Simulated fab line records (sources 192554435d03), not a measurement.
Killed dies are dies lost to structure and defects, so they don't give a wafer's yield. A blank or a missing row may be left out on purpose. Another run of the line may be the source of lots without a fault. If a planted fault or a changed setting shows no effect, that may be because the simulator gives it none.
Chamber matching | flow n5 finfet | rie diel-05 running N5_DUMMY_REMOVAL_HM_STRIP_01: 4 sister chambers
The step strips SiNx in CH3F/O2, stops on poly-Si, target depth 4 nm, time 6.8 s. 16 wafers are shown with their chamber, then 8 later ones without.

## WAFERS WITH THEIR CHAMBER
wafer  | chamber | drypump motor current A (A) | showerhead plenum p Torr (Torr) | throttle valve pct (%)
L077.1 | 1       | 5.6                         | 2.07                            | 16.36
L077.4 | 3       | 5.2                         | 1.99                            | 16.06
L077.5 | 2       | 6.0                         | 2.10                            | 16.70
L083.1 | 1       | 5.6                         | 2.07                            | 16.39
L083.2 | 0       | 5.8                         | 1.98                            | 16.62
L083.3 | 2       | 6.0                         | 2.09                            | 16.69
L083.4 | 3       | 5.1                         | 1.99                            | 16.07
L083.5 | 1       | 5.6                         | 2.07                            | 16.40
L083.6 | 0       | 5.8                         | 1.98                            | 16.60
L088.1 | 0       | 5.8                         | 1.98                            | 16.62
L088.2 | 2       | 6.0                         | 2.09                            | 16.72
L088.3 | 3       | 5.1                         | 1.98                            | 16.10
L088.4 | 1       | 5.6                         | 2.07                            | 16.40
L088.5 | 2       | 6.0                         | 2.09                            | 16.72
L088.6 | 3       | 5.2                         | 1.98                            | 16.09
L089.2 | 1       | 5.6                         | 2.07                            | 16.39

SIGNATURES (averages over the wafers above)
reading                  | chamber 0 | chamber 1 | chamber 2 | chamber 3 | scatter within a chamber
drypump motor current A  | 5.800     | 5.600     | 6.000     | 5.150     | 0.0289
showerhead plenum p Torr | 1.9800    | 2.0700    | 2.0925    | 1.9850    | 0.00382
throttle valve pct       | 16.6133   | 16.3880   | 16.7075   | 16.0800   | 0.0159
Rule: a wafer lies at a distance from a chamber equal to the root of the sum of squares, over the readings, of (its reading less the chamber's mean, divided by the reading's scatter). The wafer belongs to the nearest chamber; if the next one is less than 2 further off, it can't be placed. The scatter: the root of (the sum of the squares of (reading less its chamber's mean) over the shown wafers, divided by (wafers less chambers)).

## WAFERS WITH NO CHAMBER GIVEN
wafer  | drypump motor current A (A) | showerhead plenum p Torr (Torr) | throttle valve pct (%)
L089.3 | 6.0                         | 2.09                            | 16.73
L089.6 | 5.6                         | 2.07                            | 16.42
L096.1 | 6.0                         | 2.09                            | 16.75
L096.2 | 5.2                         | 1.98                            | 16.11
L096.3 | 5.8                         | 1.97                            | 16.18
L096.4 | 5.6                         | 2.06                            | 16.45
L096.5 | 5.2                         | 1.98                            | 16.12
L096.6 | 5.8                         | 1.97                            | 16.18

## WHICH CHAMBER EACH WENT THROUGH
wafer  | from the rows above | in truth
L089.3 | 2                   | 2
L089.6 | 1                   | 1
L096.1 | 2                   | 2
L096.2 | 3                   | 3
L096.3 | 3                   | 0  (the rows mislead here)
L096.4 | 1                   | 1
L096.5 | 3                   | 3
L096.6 | 3                   | 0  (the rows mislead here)
6 of 8 placed correctly. Number that these rows cannot place: 0. 2 placed wrongly.
